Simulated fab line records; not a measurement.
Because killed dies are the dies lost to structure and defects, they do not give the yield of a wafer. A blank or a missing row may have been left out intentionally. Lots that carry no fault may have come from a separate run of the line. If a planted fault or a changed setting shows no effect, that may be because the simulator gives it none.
Lot-split experiment -- flow n5_finfet -- route with 1938 steps; 7 lots, 21 wafers read

## THE SPLIT ITSELF
At N5_HKMG_FIN_ETCH_55 (etches SOC in N2/H2, target depth 240 nm, time 300 s), the setting bias_w was moved away from the recipe's 150 W on 7 of the 21 wafers read, by -13.3% to +10.3%. For the rest of the wafers, this setting stayed at what the recipe calls for.

The split's own step is where the reading is taken.

## THE READING
rf_vpp_V, in V, at N5_HKMG_FIN_ETCH_55 (etches SOC in N2/H2, target depth 240 nm, time 300 s). On this fab line, fault-free wafers typically give 524.3 V with a standard deviation of 2.9 V.

wafer,"tool, chamber at the split","bias_w as run, W",against the recipe,"rf_vpp_V, V",against lot-mates on the recipe
L074.1,"rie_diel-01, 2",150,recipe,523.7,-
L074.2,"rie_diel-01, 0",150,recipe,520.4,-
L074.5,"rie_diel-01, 0",150,recipe,522.5,-
L079.1,"rie_diel-05, 0",150,recipe,524.4,-
L079.2,"rie_diel-05, 3",165.5,+10.3%,562.6,+38.2
L079.5,"rie_diel-05, 3",165.5,+10.3%,562.3,+37.9
L081.2,"rie_diel-03, 2",150,recipe,525.4,-
L081.4,"rie_diel-03, 2",130,-13.3%,481.5,-41.2
L081.5,"rie_diel-03, 3",150,recipe,520.1,-
L083.4,"rie_diel-05, 2",150,recipe,525.2,-
L083.5,"rie_diel-05, 0",161,+7.3%,547.7,+22.5
L083.6,"rie_diel-05, 1",161,+7.3%,547.6,+22.4
L092.1,"rie_diel-03, 1",150,recipe,527.5,-
L092.4,"rie_diel-03, 2",150,recipe,524.5,-
L092.6,"rie_diel-03, 1",134.1,-10.6%,490.9,-35.1
L094.2,"rie_diel-05, 2",150,recipe,525.2,-
L094.3,"rie_diel-05, 3",150,recipe,527.2,-
L094.4,"rie_diel-05, 1",132.4,-11.7%,482.2,-44.0
L095.1,"rie_diel-03, 0",150,recipe,528.1,-
L095.2,"rie_diel-03, 2",150,recipe,526.3,-
L095.6,"rie_diel-03, 1",150,recipe,528.1,-

THE FIT
A straight line over all 21 wafers: rf_vpp_V changes by +3.4 V for each +1% of bias_w; r = +0.99; the points scatter about the line by 2.5 V.
The same after taking each lot's own level away (the mean of its wafers on the recipe; 21 wafers): +3.41 V for each +1%; r = +0.99; scatter 2.2 V.
According to that fit, moving bias_w by its largest amount changes the reading by 45 V.
From 522.20 to 527.50 V: that is the span of the lots' own levels, equal to 1.8 times the standard deviation above.
The two slopes agree, so the slope changes little with the lot-to-lot level.
Check: -47 V against its lot-mates is what the line predicts for one of the wafers moved furthest among these (-13.3%) when that wafer is left out of the fit. Against them it came out at -41.2 V.
Tool readings at the split's step, against how far the setting was moved: rf_vpp_V r = +0.99.

## THE OTHER SPLITS THESE WAFERS WENT THROUGH
Other splits were also applied to these wafers ahead of the reading. Each is held against what the fit with the lots' levels taken away leaves over:
other split on the same wafers,wafers away from the commonest value,r with rf_vpp_V (lot level and that fit taken away)
N5_DUMMY_GATE_EXPOSE_12 dose_mj,8,-0.05
N5_SD_EPI_N_EPI_21 epi_growth_time_s,8,+0.01
N5_SDB_CUT_ETCH_26 icp_w,4,-0.50
N5_SDB_ALD_29 ald_cycles,6,-0.13
N5_HKMG_FIN_COAT_43 spin_rpm,10,+0.00

## THE WHOLE CHAIN: every reading that the file lists as answering this split, in the file's order
step,what it does,reading,change (the file's fit),r (the file's)
N5_HKMG_FIN_ETCH_55,"etches SOC in N2/H2, target depth 240 nm, time 300 s",rf_vpp_V,+3.39 V for each +1% of the setting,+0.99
N5_HKMG_FIN_ETCH_55,"etches SOC in N2/H2, target depth 240 nm, time 300 s","etch.depth_nm (the simulator's own value, which no gauge read)",+1.07 nm for each +1% of the setting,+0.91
N5_HKMG_FIN_ETCH_55,"etches SOC in N2/H2, target depth 240 nm, time 300 s","HKMG_FIN.feature_depth_nm (the simulator's own value, which no gauge read)",+1.07 nm for each +1% of the setting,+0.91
N5_HKMG_FIN_ETCH_55,"etches SOC in N2/H2, target depth 240 nm, time 300 s","SiARC_of_HKMG_FIN_COAT_42.thk_nm (the simulator's own value, which no gauge read)",-0.161 nm for each +1% of the setting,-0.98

## FILE'S OWN FIT
rf_vpp_V changes by +3.39 V for each +1% of bias_w, r = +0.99.
